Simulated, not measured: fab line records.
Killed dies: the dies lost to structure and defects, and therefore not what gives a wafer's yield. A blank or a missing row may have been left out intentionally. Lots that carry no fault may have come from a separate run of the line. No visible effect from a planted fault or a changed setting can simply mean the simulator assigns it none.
Matching of chambers | flow n5-finfet | rie-diel-06 running N5_BEOL_M9_ETCH_65: 4 sister chambers
The step etches SiARC in CF4, target depth 15.6 nm, time 26 s. 4 wafers are shown with their chamber, then 9 later ones without.

EACH WAFER AND ITS CHAMBER
wafer  | chamber | throttle-valve-pct (%)
L087.4 | 3       | 15.88
L092.1 | 0       | 15.44
L092.2 | 1       | 15.45
L092.3 | 2       | 15.52

WAFERS MISSING THEIR CHAMBER
wafer  | throttle-valve-pct (%)
L094.2 | 15.46
L094.3 | 15.45
L094.4 | 15.47
L093.1 | 15.91
L093.2 | 15.46
L093.4 | 15.92
L095.3 | 15.44
L095.4 | 15.52
L095.5 | 15.54

EACH ONE'S CHAMBER
wafer  | from the rows above          | in truth
L094.2 | can't be placed: 1 or 0      | 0
L094.3 | can't be placed: 1 or 0      | 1
L094.4 | can't be placed: 1 or 0 or 2 | 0
L093.1 | 3                            | 3
L093.2 | can't be placed: 1 or 0      | 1
L093.4 | 3                            | 3
L095.3 | can't be placed: 0 or 1      | 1
L095.4 | 2                            | 2
L095.5 | 2                            | 2
Placed correctly: 4 of 9. Unplaceable from these rows: 5, with the true chamber sitting among the candidates in 5. Number placed wrongly: 0.
How it was worked out, from the rows above alone: a wafer's distance from a chamber is the root of the sum, over the readings, of the square of ((its reading less the chamber's mean) divided by the reading's scatter). The wafer belongs to the nearest chamber; if the next one is less than 2 further off, it can't be placed. Each chamber's mean is taken over the wafers shown for it. The scatter (one wafer shown for each chamber): square how far every hidden wafer sits from the nearest shown wafer, average those squares and take the square root.
